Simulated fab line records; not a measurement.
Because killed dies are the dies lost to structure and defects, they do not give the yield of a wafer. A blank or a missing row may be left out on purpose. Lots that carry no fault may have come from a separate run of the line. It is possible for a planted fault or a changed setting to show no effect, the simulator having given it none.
Struck lot and sound lot, side by side :: flow nand_harc :: 15 out of 1159 route steps
Sound: the wafers L234.3, L234.4, L234.6. The struck wafers were L220.3, L220.4, L220.6. The cause is named last.
At each step with rows: each side's tool, then ch and its chambers, then its first start. Under that, the readings that differ: sound wafers :: struck wafers :: difference of the means :: sigmas: that difference in standard deviations of wafers without a fault.
alike: readings whose means differ by less than 2 such deviations, and words and numbers that are the same on both sides. not compared: withheld readings, readings that some wafer has no value for, bounds like >300 that may hide the same value, and numbers for which the record gives no deviation and whose values overlap.
The two part at a step that has a row with sigmas, a row that says differs or no value, or rows on one side only. When numbers do not overlap yet have no deviation, they are printed without sigmas and do not part them. Lack of a reading on every wafer of one side parts them only where that side has two or more wafers.

first, 8 steps without rows for these wafers: NHARC_A_ZERO_WELL_HMDS_03 (time 30 s); NHARC_A_ZERO_WELL_COAT_18 (time 65 s); NHARC_A_ZERO_WELL_COAT_04 (resist thk 600 nm); NHARC_A_ZERO_WELL_SOFTBAKE_05 (time 70 s); NHARC_A_ZERO_WELL_EBR_06; NHARC_A_ZERO_WELL_EXPOSE_07 (exposes mask A ZERO); NHARC_A_ZERO_WELL_PEB_08 (peb time 80 s); NHARC_A_ZERO_WELL_DEVELOP_09 (time 50 s).
NHARC_A_ZERO_WELL_CD_MEAS_10 targets a cd of 2000 nm.
  sound on cd_sem-03 ch 0, day 11 21:50; struck on cd_sem-03 ch 0, day 8 17:28
  alike: cd_nm
then, 1 step without rows for these wafers: NHARC_A_ZERO_WELL_HARDBAKE_11 (time 65 s).
NHARC_A_ZERO_WELL_DESCUM_12: chemistry O2, time 3 s.
  sound on rie_diel-10 ch 2,3, day 11 21:59; struck on rie_diel-10 ch 0,1,3, day 8 17:37
  alike: drypump_motor_current_A, oes_product_au, rf_vpp_V, showerhead_plenum_p_Torr, throttle_valve_pct
  not compared: rf_hours_counter_h
NHARC_A_ZERO_WELL_ETCH_19: etches the open film in N2/H2, target depth 80 nm, overetch 24 nm, time 87.88 s.
  sound on rie_diel-10 ch 0,1, day 11 22:05; struck on rie_diel-10 ch 0,1,3, day 8 17:43
  alike: bias_w, chamber_pressure_mTorr, drypump_motor_current_A, oes_product_au, rf_fwd_power_W, rf_vpp_V, showerhead_plenum_p_Torr, throttle_valve_pct
  not compared: rf_hours_counter_h
NHARC_A_ZERO_WELL_ETCH_13: etches the open film in HBr/Cl2, target depth 120 nm, time 40.1 s.
  sound on rie_si-01 ch 0,1,2, day 11 22:13; struck on rie_si-05 ch 0,1,2, day 8 17:49
  no value came back on the struck wafers for any of 8 readings (bias_w (W), chamber_pressure_mTorr (mTorr) and others); on the sound wafers bias_w (W) reads 99.76 100.52 99.87
  not compared: rf_hours_counter_h
then, 1 step without rows for these wafers: NHARC_A_ZERO_WELL_STRIP_14 (strips in SPM, time 900 s).
-- record jumps: 13 days between struck wafers' starts before vs after; left off in module A_ZERO_WELL, resumes in module END, first step shown is number 1159 of the route --
NHARC_END_SORT_01:
  sound on prober-02 ch 0, day 24 13:06; struck on prober-02 ch 0, day 21 20:22
reading: killed_at_array
sound: 20 28 33
struck: 676 674 673
difference: +647
sigmas: +59

reading: killed_dies
sound: 23 32 39
struck: 677 677 677
difference: +646
sigmas: +54
  alike: killed_at_other, killed_at_periphery, killed_open, killed_short

WHERE THEY PART
At NHARC_A_ZERO_WELL_ETCH_13 first; at NHARC_END_SORT_01 last (within this record only).

WHY: what had been put in by the simulator
Beginning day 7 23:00, the whole step at NHARC_A_ZERO_WELL_ETCH_13 was skipped on rie_si-05. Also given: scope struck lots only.
